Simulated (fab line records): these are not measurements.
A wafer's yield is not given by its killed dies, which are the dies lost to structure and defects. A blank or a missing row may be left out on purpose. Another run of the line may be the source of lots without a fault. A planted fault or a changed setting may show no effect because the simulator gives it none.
Chamber matching + flow nandHarc + NHARC_A_STAIRCASE_ETCH_253 on rieDiel-03 has 4 sister chambers
The step etches the open film in C4F8/O2, target depth 50 nm, time 20.2 s. 4 wafers are shown with their chamber, then 12 later ones without.

## WAFERS WITH THEIR CHAMBER
| wafer  | chamber | rfVppV (V) |
|--------|---------|------------|
| L083.2 | 0       | 899        |
| L084.3 | 3       | 895        |
| L084.4 | 2       | 887        |
| L084.5 | 1       | 899        |

## WAFERS WITHOUT THEIR CHAMBER
| wafer  | rfVppV (V) |
|--------|------------|
| L095.4 | 888        |
| L095.5 | 897        |
| L095.6 | 900        |
| L094.2 | 887        |
| L094.4 | 895        |
| L094.5 | 889        |
| L096.2 | 898        |
| L096.4 | 897        |
| L096.5 | 888        |
| L097.1 | 886        |
| L097.2 | 897        |
| L097.5 | 886        |

## CHAMBER TAKEN BY EACH
| wafer  | from the rows above          | in truth |
|--------|------------------------------|----------|
| L095.4 | 2                            | 2        |
| L095.5 | can't be placed: 0 or 1 or 3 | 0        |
| L095.6 | can't be placed: 0 or 1      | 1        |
| L094.2 | 2                            | 2        |
| L094.4 | 3                            | 3        |
| L094.5 | 2                            | 2        |
| L096.2 | can't be placed: 0 or 1 or 3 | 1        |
| L096.4 | can't be placed: 0 or 1 or 3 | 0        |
| L096.5 | 2                            | 2        |
| L097.1 | 2                            | 2        |
| L097.2 | can't be placed: 0 or 1 or 3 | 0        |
| L097.5 | 2                            | 2        |
Correctly placed: 7 of 12. Can't be placed from these rows: 5 (the true chamber is among the candidates in 5). Placed wrongly: 0.
How it was worked out, from the rows above alone: a wafer's distance from a chamber is the root of the sum, over the readings, of the square of ((its reading less the chamber's mean) divided by the reading's scatter). If the next closest chamber is less than 2 further off than the closest, the wafer can't be placed; otherwise it belongs to the closest. A chamber's mean is the mean of its shown wafers. The scatter (one wafer shown for each chamber): square how far every hidden wafer sits from the nearest shown wafer, average those squares and take the square root.
